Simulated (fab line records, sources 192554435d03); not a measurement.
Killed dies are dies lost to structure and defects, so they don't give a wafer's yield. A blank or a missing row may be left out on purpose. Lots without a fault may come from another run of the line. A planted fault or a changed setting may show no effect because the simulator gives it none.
Chamber matching | flow n5_finfet | N5_SDB_HM_DEP_00 on pecvd-02: 3 sister chambers
The step deposits SiNx from SiH4/NH3/N2, target thk 40 nm, time 35.3 s. 33 wafers are shown with their chamber, then 12 later ones without.

WAFERS WITH THEIR CHAMBER
wafer  | chamber | showerhead_plenum_p_Torr (Torr) | throttle_valve_pct (%) | heater_power_w (W)
L075.1 | 1       | 5.23                            | 38.3                   | 676
L075.2 | 2       | 5.14                            | 38.4                   | 813
L075.3 | 0       | 5.23                            | 40.0                   | 763
L076.1 | 0       | 5.23                            | 40.0                   | 932
L076.3 | 2       | 5.13                            | 38.4                   | 811
L076.4 | 0       | 5.23                            | 39.9                   | 760
L080.1 | 1       | 5.22                            | 38.5                   | 664
L080.3 | 0       | 5.21                            | 40.1                   | 868
L080.5 | 0       | 5.23                            | 40.2                   | 865
L082.3 | 0       | 5.22                            | 40.0                   | 896
L082.4 | 2       | 5.12                            | 38.4                   | 717
L082.5 | 1       | 5.23                            | 38.2                   | 687
L083.3 | 0       | 5.22                            | 40.3                   | 801
L083.5 | 2       | 5.13                            | 38.5                   | 713
L083.6 | 1       | 5.23                            | 38.4                   | 734
L084.2 | 0       | 5.23                            | 40.2                   | 807
L084.5 | 0       | 5.22                            | 40.4                   | 800
L084.6 | 2       | 5.13                            | 38.6                   | 790
L085.1 | 2       | 5.14                            | 38.5                   | 804
L085.2 | 1       | 5.22                            | 38.3                   | 747
L085.3 | 0       | 5.23                            | 40.1                   | 799
L085.4 | 1       | 5.24                            | 38.4                   | 717
L085.5 | 0       | 5.23                            | 40.3                   | 833
L085.6 | 2       | 5.15                            | 38.4                   | 811
L086.1 | 1       | 5.23                            | 38.2                   | 651
L086.3 | 0       | 5.23                            | 40.4                   | 765
L086.5 | 0       | 5.23                            | 40.5                   | 758
L088.1 | 0       | 5.24                            | 40.4                   | 743
L088.2 | 2       | 5.12                            | 38.7                   | 786
L088.3 | 1       | 5.22                            | 38.4                   | 709
L088.4 | 0       | 5.22                            | 40.2                   | 764
L088.5 | 2       | 5.14                            | 38.8                   | 768
L088.6 | 1       | 5.23                            | 38.0                   | 707

SIGNATURES (means of the wafers above)
reading                  | chamber 0 | chamber 1 | chamber 2 | scatter within a chamber
showerhead_plenum_p_Torr | 5.2267    | 5.2278    | 5.1333    | 0.00793
throttle_valve_pct       | 40.200    | 38.300    | 38.522    | 0.165
heater_power_w           | 810.27    | 699.11    | 779.22    | 46.9
Rule: a wafer's distance from a chamber is the root of the sum, over the readings, of the square of ((its reading less the chamber's mean) divided by the reading's scatter). The wafer belongs to the nearest chamber; if the next one is less than 2 further off, it can't be placed. The scatter: the root of (the sum of the squares of (reading less its chamber's mean) over the shown wafers, divided by (wafers less chambers)).

WAFERS WITHOUT THEIR CHAMBER
wafer  | showerhead_plenum_p_Torr (Torr) | throttle_valve_pct (%) | heater_power_w (W)
L090.3 | 5.22                            | 38.3                   | 747
L090.5 | 5.22                            | 38.3                   | 714
L090.6 | 5.12                            | 38.8                   | 734
L091.1 | 5.23                            | 40.3                   | 882
L091.4 | 5.13                            | 38.9                   | 822
L091.5 | 5.23                            | 40.5                   | 868
L095.2 | 5.21                            | 38.2                   | 699
L095.4 | 5.12                            | 39.1                   | 787
L095.6 | 5.21                            | 40.7                   | 765
L096.1 | 5.13                            | 39.1                   | 752
L096.5 | 5.13                            | 38.9                   | 749
L096.6 | 5.22                            | 40.6                   | 844

WHICH CHAMBER EACH WENT THROUGH
wafer  | from the rows above | in truth
L090.3 | 1                   | 1
L090.5 | 1                   | 1
L090.6 | 2                   | 2
L091.1 | 0                   | 0
L091.4 | 2                   | 2
L091.5 | 0                   | 0
L095.2 | 1                   | 1
L095.4 | 2                   | 2
L095.6 | 0                   | 0
L096.1 | 2                   | 2
L096.5 | 2                   | 2
L096.6 | 0                   | 0
Placed correctly: 12 of 12. Can't be placed from these rows: 0. Placed wrongly: 0.
